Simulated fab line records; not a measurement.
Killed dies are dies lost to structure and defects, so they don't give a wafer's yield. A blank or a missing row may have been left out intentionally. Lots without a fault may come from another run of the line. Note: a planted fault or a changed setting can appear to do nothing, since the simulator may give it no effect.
Split-lot experiment	flow n5-finfet	route with 1938 steps; 7 lots, 21 wafers read

## SPLIT DETAILS
At N5_BEOL_M3_DEP_57 (deposits SiCN from 3MS/NH3, target thk 8 nm, time 14 s), the setting time-s was moved away from the recipe's 14 s on 10 of the 21 wafers read, by -12.4% to +6.8%. For the rest of the wafers, this setting stayed at what the recipe calls for.

The reading is taken at the split's own step.

## THE READING
SiCN_of_BEOL_M3_DEP_57.thk-nm (the simulator's own value, which no gauge read), in nm, at N5_BEOL_M3_DEP_57 (deposits SiCN from 3MS/NH3, target thk 8 nm, time 14 s). There is no usual value for it anywhere in the file. Here, 11 wafers ran the recipe; their average is 8.0 nm with a standard deviation of 0.13 nm.

wafer	tool, chamber at the split	time-s as run, s	against the recipe	SiCN_of_BEOL_M3_DEP_57.thk-nm, nm	against lot-mates on the recipe
L076.1	pecvd-01, 1,2	12.26	-12.4%	7	-1.2
L076.3	pecvd-01, 1,2	12.26	-12.4%	7	-1.2
L076.6	pecvd-01, 0	14	recipe	8.2	-
L078.2	pecvd-01, 1,2,1	14	recipe	8	-
L078.3	pecvd-01, 1,2,1	14	recipe	8	-
L078.6	pecvd-01, 1,2,1	14	recipe	8	-
L080.1	pecvd-02, 0	12.66	-9.6%	7	-1.0
L080.5	pecvd-02, 1	14	recipe	8	-
L080.6	pecvd-02, 2	12.66	-9.6%	7.4	-0.6
L086.1	pecvd-01, 1	12.85	-8.2%	7.6	-0.6
L086.4	pecvd-01, 2,1	14	recipe	8.2	-
L086.6	pecvd-01, 2,1	14	recipe	8.2	-
L085.1	pecvd-02, 2	14	recipe	8	-
L085.2	pecvd-02, 1	14	recipe	7.8	-
L085.4	pecvd-02, 1	13.25	-5.4%	7.6	-0.3
L093.2	pecvd-01, 1	14.95	+6.8%	8.2	+0.2
L093.5	pecvd-01, 0	14.95	+6.8%	8.6	+0.6
L093.6	pecvd-01, 1	14	recipe	8	-
L094.1	pecvd-04, 1	14	recipe	7.8	-
L094.4	pecvd-04, 1	12.39	-11.5%	7.2	-0.6
L094.6	pecvd-04, 2	12.39	-11.5%	7	-0.8
When a row names more than one chamber, that row covers several wafers, and the file does not tell which wafer ran in which chamber.

FIT RESULTS
A straight line over all 21 wafers: SiCN_of_BEOL_M3_DEP_57.thk-nm changes by +0.0754 nm for each +1% of time-s; r = +0.95; the points scatter about the line by 0.16 nm.
The same after taking each lot's own level away (the mean of its wafers on the recipe; 21 wafers): +0.0761 nm for each +1%; r = +0.95; scatter 0.15 nm.
The reading moves by 0.95 nm for the largest change in time-s, on that fit.
The span of the lots' own levels, 7.80 to 8.20 nm, comes to 3.0 times the standard deviation stated above.
So the lot-to-lot level changes the slope little: the two slopes agree.
Check: -0.919 nm against its lot-mates is what the line predicts for one of the wafers moved furthest among these (-12.4%) when that wafer is left out of the fit. It came out at -1.2 nm against them.

## ADDITIONAL SPLITS CARRIED BY THESE WAFERS
Other splits were also applied to these wafers ahead of the reading. Each is held against what the fit with the lots' levels taken away leaves over:
other split on the same wafers	wafers away from the commonest value	r with SiCN_of_BEOL_M3_DEP_57.thk-nm (lot level and that fit taken away)
N5_GATE_CUT_DESCUM_18 time-s	6	-0.27
N5_MOL_CONTACT_COAG_ETCHBACK_135 time-s	8	-0.10
N5_MOL_CONTACT_COAG_VIA_ETCH_46 bias-w	6	-0.03
N5_MOL_CONTACT_COAG_CVD_140 target-thk-a	6	+0.00
N5_BEOL_M0_SAQP_ETCH_88 source-w	8	+0.08
N5_BEOL_M0_CUTY_COAT_50 spin-rpm	7	+0.23
N5_BEOL_M1_ETCH_64 bias-w	9	-0.01
N5_BEOL_M1_ALD_98 ald-cycles	5	-0.07
N5_BEOL_M1_ETCH_70 time-s	8	-0.36
N5_BEOL_M2_TRENCH_ETCH_37 source-w	9	+0.03

## FILE'S OWN FIT
SiCN_of_BEOL_M3_DEP_57.thk-nm changes by +0.0766 nm for each +1% of time-s, r = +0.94.
